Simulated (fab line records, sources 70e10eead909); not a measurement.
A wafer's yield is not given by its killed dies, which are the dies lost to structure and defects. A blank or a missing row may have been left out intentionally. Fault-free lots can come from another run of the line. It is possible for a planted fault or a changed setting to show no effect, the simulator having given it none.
Chamber matching    flow nand_harc    3 sister chambers for NHARC_A_STAIRCASE_DEP_156 on pecvd-02
The step deposits SiNx, target thk 50 nm. 22 wafers are shown with their chamber, then 11 later ones without.

WAFERS WITH THEIR CHAMBER
wafer   chamber  heater_power_w (W)  showerhead_vpp_V (V)
L074.2  0        682                 1313
L074.3  2        814                 1316
L074.6  2        820                 1314
L075.3  0        692                 1310
L075.4  1        776                 1325
L075.5  0        688                 1323
L076.2  0        686                 1316
L076.5  0        694                 1348
L076.6  1        772                 1331
L079.2  0        676                 1318
L079.3  2        792                 1318
L079.6  2        794                 1325
L078.3  2        824                 1330
L078.4  1        863                 1316
L078.5  0        633                 1313
L081.1  1        864                 1338
L081.2  2        806                 1285
L081.6  0        764                 1336
L082.2  2        737                 1300
L082.4  1        778                 1308
L082.6  2        738                 1313
L086.2  0        717                 1331

SIGNATURES (averages over the wafers above)
reading           chamber 0  chamber 1  chamber 2  scatter within a chamber
heater_power_w    692.44     810.60     790.62     38
showerhead_vpp_V  1323.11    1323.60    1312.62    13.2
Rule: for each reading, subtract the chamber's mean from the wafer's reading, divide by that reading's scatter and square the result; add these up over the readings and take the root, which gives the wafer's distance from the chamber. The wafer belongs to the nearest chamber; if the next one is less than 2 further off, it can't be placed. The scatter is the square root of a quotient: the sum, over the shown wafers, of each reading's squared deviation from its chamber's mean, divided by wafers minus chambers.

WAFERS WHOSE CHAMBER IS MISSING
wafer   heater_power_w (W)  showerhead_vpp_V (V)
L086.3  751                 1327
L086.5  742                 1306
L088.2  813                 1325
L088.4  762                 1296
L088.5  694                 1295
L089.2  782                 1310
L089.3  703                 1334
L089.5  704                 1323
L090.1  698                 1331
L090.3  773                 1306
L090.5  687                 1329

WHICH CHAMBER EACH WENT THROUGH
wafer    from the rows above            in truth
L086.3   can't be placed: 2 or 0 or 1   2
L086.5   can't be placed: 2 or 0 or 1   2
L088.2   can't be placed: 1 or 2        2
L088.4   can't be placed: 2 or 1 or 0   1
L088.5   can't be placed: 0 or 2 or 1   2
L089.2   can't be placed: 2 or 1        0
L089.3   can't be placed: 0 or 2        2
L089.5   0                              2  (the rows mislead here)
L090.1   0                              0
L090.3   can't be placed: 2 or 1 or 0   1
L090.5   0                              0
Correctly placed: 2 of 11. Not placeable from these rows: 8 (in 7, the candidates include the true chamber). Wrongly placed: 1.
